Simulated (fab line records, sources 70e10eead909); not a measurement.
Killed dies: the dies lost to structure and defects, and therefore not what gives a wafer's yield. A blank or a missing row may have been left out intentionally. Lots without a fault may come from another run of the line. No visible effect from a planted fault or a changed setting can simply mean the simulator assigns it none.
fab line records    flow nandHarc
record lots=11  wafers=33  lastDay=25
route steps=1159 shown A_CONTACT@936 END@1159
lots that met no fault: from a run of the same line without faults
startH: start of the lot's first displayed wafer, in hours after the record's first day    waitH: hours from the lot's prior step to this one    " unchanged from the row above    L1.1+2: one row covering several wafers at once    - no value present, or no start provided    * or withheld: withheld    < > ~ a bound
route shown NAME@n: NAME is a module with steps in the file, n the number in the route of the first one    usual: mean and standard deviation over wafers with no fault    same: alike in all rows    chamber/n: place in a boat    sites: per-site readings    _std_site: their standard deviation    _edge_site: mean of outer sites minus mean of inner sites    radiusMm: for every site, how far away it sits from the centre of the wafer    mask NAME#n: copy n    behind: the most recent tool/chamber to have shaped the wafer    hold: cause of the lot's hold/its duration in hours/its outcome    device: the transistor (n, p or np) that didn't switch    end of line: the tests these same wafers got at the end of their route    step lacking rows: just its recipe    killed: the dies lost at the first sort to structure and to defects; this is not the yield of the wafer    map: shows each die of a wafer: x if killed, . if not, _ if none is there
set.NAME: the setting the step ran with; set.NAME@STEP: the setting that earlier step ran with    model.NAME: the simulator's own value behind a step, which no gauge read
route steps across a sampled set of lots; one table per step, one row per wafer
services: from which hour (startH, from the record's first day; less than 0 if before it) a tool's chamber was out of use, for how many hours, and why
## steps
# step NHARC_A_CONTACT_OVL_MEAS_09
# usual overlayXNm=0.0/0.9  overlayYNm=-0.2/0.8
lot.wafer  tool        chamber  startH  waitH  overlayXNm  overlayYNm
L171.3     overlay-01  -        409.69  -      1.0         -0.1
L171.5     "           -        "       "      1.8         -0.9
L171.6     "           -        "       "      1.2         -0.4
L178.1     overlay-02  -        445.93  -      0.7         -0.7
L178.2     "           -        "       "      0.0         -1.1
L178.6     "           -        "       "      1.0         -0.3
L177.2     overlay-01  -        450.28  -      -1.1        0.4
L177.3     "           -        "       "      -1.2        0.5
L177.5     "           -        "       "      -0.7        0.0
L181.1     overlay-01  -        453.30  -      0.5         0.2
L181.4     "           -        "       "      0.4         -0.2
L181.6     "           -        "       "      0.6         0.1
L184.2     overlay-02  -        461.80  -      -1.4        -0.9
L184.3     "           -        "       "      -1.1        -0.7
L184.6     "           -        "       "      -0.8        -0.7
L188.2     overlay-01  -        486.74  -      0.1         -1.0
L188.3     "           -        "       "      -0.1        -1.6
L188.5     "           -        "       "      0.3         -1.0
L185.2     overlay-01  -        489.76  -      0.4         -0.5
L185.3     "           -        "       "      1.0         -0.2
L185.5     "           -        "       "      1.4         -0.8
L186.3     overlay-01  -        493.74  -      -1.1        0.1
L186.5     "           -        "       "      -0.5        0.7
L186.6     "           -        "       "      -0.7        -0.1
L191.1     overlay-02  -        523.34  -      -0.5        -0.5
L191.5     "           -        "       "      -0.2        0.3
L191.6     "           -        "       "      -0.5        -0.1
L189.1     overlay-02  -        528.39  -      0.4         -0.6
L189.3     "           -        "       "      0.5         -0.7
L189.5     "           -        "       "      0.6         -0.8
L190.3     overlay-01  -        531.02  -      -0.4        -1.2
L190.5     "           -        "       "      -0.6        -1.1
L190.6     "           -        "       "      -0.5        -1.0
# step NHARC_A_CONTACT_ETCH_31
# recipe targetDepthA=20000  overEtchFrac=0.3  timeS=520  ionEnergyEv=150  o2FlowSccm=400  cosFlowSccm=20  arFlowSccm=0  rfW=500  biasW=300  chemistry=O2/COS
# usual chamberPressureMTorr=20.001/0.018  drypumpMotorCurrentA=5.8/0.46  oesProductAu=0.999/0.011  rfVppV=313.4/2.2  showerheadPlenumPTorr=3.07/0.14  throttleValvePct=28.329/0.0095
lot.wafer  tool        chamber  startH  waitH  chamberPressureMTorr  drypumpMotorCurrentA  oesProductAu  rfHoursCounterH  rfVppV  showerheadPlenumPTorr  throttleValvePct
L171.3     rieDiel-03  3        410.42  -      20.010                6.5                   0.991         1                312.0   2.97                   28.321
L171.6     "           2        "       "      20.013                5.8                   1.005         -                314.5   3.14                   28.320
L171.5     "           3        "       "      19.994                6.5                   1.006         -                312.8   2.97                   28.354
L178.2     rieDiel-08  3        446.64  -      20.006                5.3                   1.019         49               310.6   2.89                   28.322
L178.1     "           2        "       "      20.007                5.0                   0.992         51               311.8   2.94                   28.322
L178.6     "           3        "       "      20.002                5.3                   1.017         -                312.3   2.89                   28.325
L177.2     rieDiel-08  1        451.31  -      20.006                6.0                   0.835         55               311.0   2.91                   28.328
L177.3     "           3        "       "      19.994                5.4                   1.023         53               310.5   2.89                   28.321
L177.5     "           2        "       "      20.001                5.0                   0.993         -                310.5   2.94                   28.334
L181.1     rieDiel-08  3        454.38  -      20.010                5.3                   1.025         54               311.5   2.89                   28.316
L181.6     "           1        "       "      19.979                6.0                   0.838         -                310.9   2.91                   28.320
L181.4     "           3        "       "      19.986                5.3                   1.012         -                312.3   2.89                   28.326
L184.3     rieDiel-03  3        462.56  -      20.033                6.5                   1.000         13               313.1   2.97                   28.320
L184.2     "           0        "       "      20.001                5.9                   0.990         8                312.5   3.03                   28.332
L184.6     "           2        "       "      19.973                5.8                   0.998         -                313.7   3.13                   28.318
L188.3     rieDiel-03  2        487.82  -      20.034                5.8                   0.999         17               316.0   3.13                   28.330
L188.2     "           3        "       "      19.973                6.5                   1.003         17               312.2   2.97                   28.333
L188.5     "           1        "       "      20.031                5.4                   1.005         -                316.1   3.31                   28.333
L185.3     rieDiel-03  1        490.58  -      20.004                5.4                   1.011         18               315.3   3.31                   28.324
L185.2     "           0        "       "      19.980                5.9                   0.985         13               314.5   3.03                   28.331
L185.5     "           1        "       "      19.983                5.4                   1.012         -                315.8   3.31                   28.323
L186.3     rieDiel-03  3        494.46  -      20.018                6.5                   0.996         19               310.9   2.97                   28.329
L186.6     "           2        "       "      20.013                5.9                   0.988         -                312.8   3.13                   28.342
L186.5     "           3        "       "      19.982                6.5                   1.008         -                312.7   2.97                   28.323
L191.1     rieDiel-03  3        524.76  -      20.031                6.5                   0.991         25               311.9   2.96                   28.331
L191.5     "           2        "       "      20.003                5.9                   0.996         -                316.5   3.12                   28.338
L191.6     "           3        "       "      19.986                6.6                   0.990         -                309.7   2.96                   28.347
L189.1     rieDiel-03  3        529.18  -      20.007                6.5                   0.990         26               311.5   2.96                   28.338
L189.3     "           0        "       "      20.013                5.9                   1.004         21               312.3   3.03                   28.316
L189.5     "           3        "       "      19.996                6.5                   0.990         -                312.0   2.96                   28.327
L190.3     rieDiel-03  0        531.71  -      19.996                5.9                   1.003         22               313.8   3.02                   28.335
L190.5     "           0        "       "      20.009                5.8                   1.004         -                312.6   3.02                   28.332
L190.6     "           1        "       "      20.017                5.4                   1.014         -                316.6   3.31                   28.357
# step NHARC_A_CONTACT_ETCH_135
# recipe sourceW=withheld  pressureMtorr=20  biasV=3000  timeS=132  targetDepthA=12870  arFlowSccm=withheld  c4f8FlowSccm=withheld  o2FlowSccm=withheld  chemistry=C4F8/O2/Ar
# usual chamberPressureMTorr=20.001/0.018
lot.wafer  tool           chamber  startH  waitH  chamberPressureMTorr  rfHoursCounterH
L171.3     harCapEtch-01  1        411.05  0.1    20.004                -
L171.6     "              0        "       "      20.004                -
L171.5     "              1        "       "      19.992                -
L178.1     harCapEtch-01  1        447.25  0.2    20.020                69
L178.2     "              0        "       "      20.036                69
L178.6     "              0        "       "      19.993                -
L177.2     harCapEtch-01  1        451.93  0.2    19.959                70
L177.3     "              1        "       "      19.988                -
L177.5     "              1        "       "      20.008                -
L181.1     harCapEtch-03  1        454.95  0.2    19.978                100
L181.4     "              1        "       "      20.004                -
L181.6     "              1        "       "      20.016                -
L184.2     harCapEtch-02  0        463.11  0.2    19.991                27
L184.3     "              0        "       "      19.998                -
L184.6     "              1        "       "      20.029                -
L188.2     harCapEtch-01  1        488.40  0.2    19.981                76
L188.3     "              0        "       "      19.987                -
L188.5     "              0        "       "      19.997                -
L185.2     harCapEtch-03  0        491.25  0.2    19.989                105
L185.3     "              1        "       "      20.024                -
L185.5     "              1        "       "      19.999                -
L186.3     harCapEtch-01  0        495.08  0.1    19.996                -
L186.6     "              1        "       "      19.967                -
L186.5     "              0        "       "      19.978                -
L191.1     harCapEtch-01  0        525.32  0.2    20.014                80
L191.5     "              0        "       "      20.016                -
L191.6     "              1        "       "      19.991                -
L189.1     harCapEtch-03  1        529.74  0.2    20.026                111
L189.3     "              0        "       "      19.974                -
L189.5     "              0        "       "      19.993                -
L190.3     harCapEtch-03  0        532.37  0.1    19.980                -
L190.5     "              1        "       "      19.981                -
L190.6     "              0        "       "      20.000                -
# step NHARC_A_CONTACT_ETCH_98
# recipe targetDepthA=200  overEtchFrac=0.5  timeS=10  ionEnergyEv=250  c4f6FlowSccm=25  o2FlowSccm=20  arFlowSccm=500  rfW=600  biasW=500  chemistry=C4F6/O2
# usual c4f6FlowSccm=25.00/0.078  chamberPressureMTorr=30.001/0.027  drypumpMotorCurrentA=5.8/0.44  oesProductAu=0.959/0.023  rfVppV=546/3.8  showerheadPlenumPTorr=3.87/0.18  throttleValvePct=26.903/0.0094
lot.wafer  tool        chamber  startH  waitH  c4f6FlowSccm  chamberPressureMTorr  drypumpMotorCurrentA  oesProductAu  rfHoursCounterH  rfVppV  showerheadPlenumPTorr  throttleValvePct
L171.3     rieDiel-08  2        -       -      24.95         29.953                5.0                   0.941         38               542     3.72                   26.910
L171.5     "           3        "       "      25.10         30.027                5.3                   0.974         -                542     3.65                   26.905
L171.6     "           0        "       "      25.08         29.993                5.5                   0.953         -                543     3.74                   26.891
L178.2     rieDiel-13  2        -       -      25.04         29.988                5.0                   0.932         65               544     3.82                   26.916
L178.1     "           1        "       "      24.92         30.028                6.0                   0.981         65               543     3.80                   26.919
L178.6     "           2        "       "      24.97         29.945                5.0                   0.929         -                544     3.82                   26.900
L177.3     rieDiel-03  3        453.05  -      25.13         29.959                6.5                   0.928         11               543     3.74                   26.892
L177.2     "           1        "       "      24.91         29.975                5.4                   0.927         10               552     4.16                   26.915
L177.5     "           3        "       "      25.15         29.985                6.5                   0.933         -                544     3.74                   26.892
L181.1     rieDiel-03  2        456.19  0.3    24.94         30.056                5.8                   0.972         12               548     3.93                   26.898
L181.4     "           2        "       "      24.94         29.954                5.8                   0.962         -                547     3.93                   26.905
L181.6     "           1        "       "      24.96         30.020                5.4                   0.975         -                552     4.16                   26.897
L184.3     rieDiel-03  0        -       -      24.90         29.987                5.9                   0.941         8                545     3.81                   26.903
L184.2     "           3        "       "      24.94         30.029                6.5                   0.945         13               544     3.74                   26.895
L184.6     "           0        "       "      24.95         29.987                5.8                   0.940         -                544     3.81                   26.911
L188.3     rieDiel-03  2        -       -      24.99         30.016                5.8                   0.961         18               546     3.93                   26.898
L188.2     "           0        "       "      25.14         30.039                5.9                   0.955         13               546     3.81                   26.914
L188.5     "           2        "       "      24.87         29.968                5.9                   0.956         -                546     3.93                   26.907
L185.3     rieDiel-03  3        -       -      25.01         30.029                6.5                   0.953         18               543     3.73                   26.916
L185.2     "           0        "       "      24.97         29.985                5.9                   0.942         13               544     3.81                   26.894
L185.5     "           2        "       "      25.05         29.978                5.8                   0.963         -                547     3.93                   26.887
L186.3     rieDiel-13  1        -       -      25.00         30.010                6.0                   0.970         12               544     3.79                   26.908
L186.6     "           3        "       "      25.07         29.968                6.2                   0.940         -                552     4.14                   26.918
L186.5     "           0        "       "      25.00         30.014                6.2                   0.944         -                542     3.69                   26.900
L191.1     rieDiel-03  1        -       -      25.05         29.988                5.4                   0.950         24               551     4.15                   26.912
L191.5     "           0        "       "      25.12         29.992                5.9                   0.946         -                544     3.81                   26.898
L191.6     "           1        "       "      25.02         30.010                5.4                   0.944         -                553     4.15                   26.884
L189.1     rieDiel-03  3        -       -      25.07         29.998                6.5                   0.942         26               543     3.73                   26.927
L189.3     "           0        "       "      25.00         29.957                5.9                   0.955         21               546     3.81                   26.900
L189.5     "           3        "       "      24.97         30.075                6.5                   0.939         -                543     3.73                   26.906
L190.3     rieDiel-03  3        -       -      25.08         29.998                6.5                   0.936         27               541     3.73                   26.905
L190.5     "           1        "       "      25.19         30.024                5.4                   0.970         -                552     4.15                   26.903
L190.6     "           2        "       "      25.00         30.039                5.8                   0.959         -                547     3.92                   26.895
# step NHARC_END_SORT_01
# recipe tempC=25
# usual killedAtArray=27/11  killedAtOther=0.7/1.1  killedAtPeriphery=3.6/2.4  killedDies=32/11  killedOpen=3.3/1.8  killedShort=2.1/1.5
# same grossDies=677
lot.wafer  tool       chamber  startH  waitH  hold                     killedAtArray  killedAtOther  killedAtPeriphery  killedDies  killedOpen  killedShort
L181.1     prober-01  0        517.76  2.5    awaitDispo/4.3h/release  29             0              3                  32          2           3
L181.4     prober-01  0        520.17  3.4    awaitDispo/4.3h/release  29             0              2                  31          5           1
L181.6     prober-01  0        521.77  4.0    awaitDispo/4.3h/release  673            1              2                  676         7           3
L177.2     prober-02  0        518.60  2.8    awaitDispo/1.2h/release  674            1              2                  677         5           0
L177.3     prober-02  0        519.39  3.1    awaitDispo/1.2h/release  35             2              6                  43          1           3
L177.5     prober-02  0        520.96  3.6    awaitDispo/1.2h/release  58             0              2                  60          6           5
L184.2     prober-02  0        526.28  2.8    -                        41             2              3                  46          3           1
L184.3     prober-02  0        527.08  3.1    -                        48             1              6                  55          2           4
L184.6     prober-02  0        529.46  4.0    -                        36             2              4                  42          1           3
L185.2     prober-01  0        552.99  2.8    -                        16             0              4                  20          5           1
L185.3     prober-01  0        553.79  3.1    -                        14             0              0                  14          2           2
L185.5     prober-01  0        555.38  3.7    -                        10             2              8                  20          4           1
L186.3     prober-01  0        561.81  3.1    -                        27             1              5                  33          2           1
L186.5     prober-01  0        563.41  3.7    -                        33             2              3                  38          3           1
L186.6     prober-01  0        564.21  4.0    -                        17             0              3                  20          1           1
L191.1     prober-01  0        573.84  2.5    -                        18             3              3                  24          3           2
L191.5     prober-01  0        576.99  3.7    -                        21             1              6                  28          4           1
L191.6     prober-01  0        577.78  3.9    -                        37             1              4                  42          6           3
L189.1     prober-02  0        582.00  2.5    -                        38             1              5                  44          2           3
L189.3     prober-02  0        583.63  3.1    -                        26             0              1                  27          5           1
L189.5     prober-02  0        585.27  3.8    -                        40             0              1                  41          3           1
# killed by level:class
L181.1 A_CHANNEL_HOLE_D1:chamberFilmFlake=20 A_CONTACT:chamberFilmFlake=4 P_CONTACT:geometricParticle:open=2 A_CHANNEL_FILL_D1:geometricParticle:short=1 A_SLIT:geometricParticle:short=1 A_WL_FILL:geometricParticle:short=1 P_GATE:chamberFilmFlake=1 A_STAIRCASE:chamberFilmFlake=1
L177.2 A_CONTACT:areaEtch=629 A_CHANNEL_HOLE_D1:chamberFilmFlake=18 A_SLIT:chamberFilmFlake=14 A_CONTACT:chamberFilmFlake=5 A_SGD_CUT:chamberFilmFlake=2 P_CONTACT:geometricParticle:open=1 A_SGD_CUT:geometricParticle:open=1 A_CONTACT:geometricParticle:open=1
L177.3 A_CHANNEL_HOLE_D1:chamberFilmFlake=14 A_SLIT:chamberFilmFlake=13 P_STI:chamberFilmFlake=4 A_STAIRCASE:chamberFilmFlake=3 A_CONTACT:geometricParticle:short=2 P_ZERO_WELL:chamberFilmFlake=2 A_ONON_D1:geometricParticle:short=1 A_CHANNEL_HOLE_D1:geometricParticle:open=1
L181.4 A_CHANNEL_HOLE_D1:chamberFilmFlake=19 A_M0:geometricParticle:open=4 A_CONTACT:chamberFilmFlake=3 A_WL_FILL:geometricParticle:short=1 A_CONTACT:geometricParticle:open=1 P_STI:chamberFilmFlake=1 P_GATE:chamberFilmFlake=1 A_SLIT:chamberFilmFlake=1
L177.5 A_SLIT:chamberFilmFlake=21 A_CHANNEL_HOLE_D1:chamberFilmFlake=20 A_CONTACT:chamberFilmFlake=3 A_CHANNEL_HOLE_D1:geometricParticle:open=2 A_CONTACT:geometricParticle:open=2 A_ONON_D1:geometricParticle:short=1 A_ONON_D1:geometricParticle:open=1 A_SGD_CUT:geometricParticle:short=1
L181.6 A_CONTACT:areaEtch=639 A_CHANNEL_HOLE_D1:chamberFilmFlake=18 A_CONTACT:chamberFilmFlake=4 A_CHANNEL_FILL_D1:geometricParticle:open=2 A_STAIRCASE:chamberFilmFlake=2 A_WL_FILL:chamberFilmFlake=2 P_CONTACT:geometricParticle:open=1 P_M0:geometricParticle:open=1
L184.2 A_CHANNEL_HOLE_D1:chamberFilmFlake=21 A_SLIT:chamberFilmFlake=7 A_STAIRCASE:chamberFilmFlake=6 A_CONTACT:chamberFilmFlake=3 THIN_TSV:chamberFilmFlake=2 P_CONTACT:geometricParticle:open=1 A_CHANNEL_FILL_D1:geometricParticle:short=1 A_WL_FILL:geometricParticle:open=1
L184.3 A_CHANNEL_HOLE_D1:chamberFilmFlake=26 A_SLIT:chamberFilmFlake=12 P_ZERO_WELL:chamberFilmFlake=4 A_WL_FILL:geometricParticle:short=3 A_STAIRCASE:chamberFilmFlake=3 P_M0:chamberFilmFlake=2 A_WL_FILL:geometricParticle:open=1 A_CONTACT:geometricParticle:short=1
L184.6 A_CHANNEL_HOLE_D1:chamberFilmFlake=21 A_SLIT:chamberFilmFlake=8 A_CONTACT:chamberFilmFlake=3 A_WL_FILL:geometricParticle:short=2 THIN_TSV:chamberFilmFlake=2 P_M1:geometricParticle:short=1 A_SOURCE_PLATE:geometricParticle:open=1 P_ZERO_WELL:chamberFilmFlake=1
L185.2 A_CHANNEL_HOLE_D1:chamberFilmFlake=5 A_ZERO_WELL:chamberFilmFlake=3 A_CONTACT:chamberFilmFlake=3 A_STAIRCASE:chamberFilmFlake=2 P_GATE:geometricParticle:open=1 P_M0:geometricParticle:open=1 P_M1:geometricParticle:open=1 A_CHANNEL_HOLE_D1:geometricParticle:open=1
L185.3 A_CHANNEL_HOLE_D1:chamberFilmFlake=4 A_STAIRCASE:chamberFilmFlake=4 A_ONON_D1:geometricParticle:short=1 A_CHANNEL_FILL_D1:geometricParticle:short=1 A_CHANNEL_FILL_D1:geometricParticle:open=1 A_WL_FILL:geometricParticle:open=1 A_ZERO_WELL:chamberFilmFlake=1 A_CONTACT:chamberFilmFlake=1
L185.5 A_CONTACT:chamberFilmFlake=6 P_M0:geometricParticle:open=4 A_STAIRCASE:chamberFilmFlake=2 THIN_TSV:chamberFilmFlake=2 P_M0:geometricParticle:short=1 P_ZERO_WELL:chamberFilmFlake=1 P_M0:chamberFilmFlake=1 P_M1:chamberFilmFlake=1
L186.3 A_SLIT:chamberFilmFlake=13 A_CHANNEL_HOLE_D1:chamberFilmFlake=7 A_CONTACT:chamberFilmFlake=6 P_CONTACT:geometricParticle:open=2 P_GATE:chamberFilmFlake=2 A_CHANNEL_FILL_D1:geometricParticle:short=1 P_STI:chamberFilmFlake=1 HYBRID_BOND:latent=1
L186.5 A_SLIT:chamberFilmFlake=13 A_CONTACT:chamberFilmFlake=8 A_CHANNEL_HOLE_D1:chamberFilmFlake=6 P_STI:chamberFilmFlake=3 A_STAIRCASE:chamberFilmFlake=3 A_CONTACT:geometricParticle:open=2 A_ONON_D1:geometricParticle:short=1 STARTING-WAFER:geometricParticle:open=1
L186.6 A_SLIT:chamberFilmFlake=7 A_CHANNEL_HOLE_D1:chamberFilmFlake=4 P_STI:chamberFilmFlake=2 A_CONTACT:chamberFilmFlake=2 A_ONON_D1:geometricParticle:short=1 A_CONTACT:geometricParticle:open=1 P_GATE:chamberFilmFlake=1 A_STAIRCASE:chamberFilmFlake=1
L191.1 A_SLIT:chamberFilmFlake=9 THIN_TSV:chamberFilmFlake=3 A_CHANNEL_HOLE_D1:chamberFilmFlake=2 A_CONTACT:chamberFilmFlake=2 P_CONTACT:geometricParticle:open=1 P_CONTACT:geometricParticle:short=1 A_SOURCE_PLATE:geometricParticle:open=1 A_CHANNEL_HOLE_D1:geometricParticle:open=1
L191.5 A_SLIT:chamberFilmFlake=12 P_GATE:chamberFilmFlake=4 A_CHANNEL_HOLE_D1:chamberFilmFlake=3 P_M0:geometricParticle:open=1 A_CHANNEL_FILL_D1:geometricParticle:short=1 A_SLIT:geometricParticle:open=1 A_WL_FILL:geometricParticle:open=1 A_M0:geometricParticle:open=1
L191.6 A_SLIT:chamberFilmFlake=18 A_CHANNEL_HOLE_D1:chamberFilmFlake=6 A_STAIRCASE:chamberFilmFlake=4 P_GATE:chamberFilmFlake=3 A_CHANNEL_FILL_D1:geometricParticle:short=2 A_WL_FILL:geometricParticle:open=2 P_BONDPAD:geometricParticle:open=1 A_ONON_D1:geometricParticle:open=1
L189.1 A_SLIT:chamberFilmFlake=20 A_CONTACT:chamberFilmFlake=7 A_CHANNEL_HOLE_D1:chamberFilmFlake=4 A_WL_FILL:chamberFilmFlake=2 P_GATE:geometricParticle:short=1 P_CONTACT:geometricParticle:short=1 P_M1:geometricParticle:open=1 P_M2:geometricParticle:open=1
L189.3 A_SLIT:chamberFilmFlake=7 A_CHANNEL_HOLE_D1:chamberFilmFlake=6 A_CONTACT:chamberFilmFlake=3 A_M0:geometricParticle:open=2 A_STAIRCASE:chamberFilmFlake=2 P_M1:geometricParticle:open=1 A_SOURCE_PLATE:geometricParticle:open=1 A_SOURCE_PLATE:geometricParticle:short=1
L189.5 A_SLIT:chamberFilmFlake=17 A_CONTACT:chamberFilmFlake=8 A_CHANNEL_HOLE_D1:chamberFilmFlake=7 A_M0:geometricParticle:open=2 A_STAIRCASE:chamberFilmFlake=2 A_ONON_D1:geometricParticle:short=1 A_BLC:geometricParticle:open=1 P_GATE:chamberFilmFlake=1
## services
tool           chamber  startH  hours  kind
harCapEtch-02  -        386.57  0.4    repair
rieDiel-03     -        392.31  9.0    pm
rieDiel-03     0        392.31  9.0    ventCycle
rieDiel-03     1        392.31  9.0    ventCycle
rieDiel-03     2        392.31  9.0    ventCycle
rieDiel-03     3        392.31  9.0    ventCycle
rieDiel-03     0        401.31  -      clean
rieDiel-03     1        401.31  -      clean
rieDiel-03     2        401.31  -      clean
rieDiel-03     2        401.31  -      consumableReplace:focusRing
rieDiel-03     3        401.31  -      clean
rieDiel-03     0        425.81  -      clean
rieDiel-03     1        425.81  -      clean
rieDiel-03     2        425.81  -      clean
rieDiel-03     3        425.81  -      clean
rieDiel-03     0        443.50  13.9   repair
rieDiel-03     1        450.51  -      clean
rieDiel-03     2        450.51  -      clean
rieDiel-13     -        453.05  9.0    pm
rieDiel-03     3        454.87  3.4    repair
harCapEtch-02  -        456.12  2.6    repair
rieDiel-08     -        478.98  9.0    pm
rieDiel-13     3        489.67  2.4    repair
rieDiel-13     0        525.76  2.4    repair
## key
firstSign step=NHARC_A_CONTACT_ETCH_31  reading=oesProductAu  direction=down  sigmas=14  usual=0.999  struck=0.836
effect step=NHARC_END_SORT_01  reading=killedAtArray  direction=up  sigmas=60  usual=27  struck=674
moreKillsBornAt NHARC_A_CONTACT_ETCH_31@rieDiel-08=1268
metAt NHARC_A_CONTACT_ETCH_31
struckLots L177,L181
struckWafers L177.2,L181.6
laterRowsLeftOut L177.2,L181.6
testerLeftOut L177,L181
notActingAt NHARC_A_CONTACT_OVL_MEAS_09,NHARC_A_CONTACT_ETCH_135,NHARC_A_CONTACT_ETCH_98
fault kind=processParameterDrift  tool=rieDiel-08  chamber=1  onsetH=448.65  steps=NHARC_A_CONTACT_ETCH_31  channel=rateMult  offset=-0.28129  shape=step  endH=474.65
# testerLeftOut: of these lots the tester's yield and bins aren't shown, on N5 and GAA mostly nor the transistor test; their killed dies are dies lost to structure and defects alone, not to doping, threshold or leakage, so they don't give the yield
# laterRowsLeftOut: the simulator's readings of these wafers behind a module that went badly wrong aren't trusted and aren't shown, but for the sort
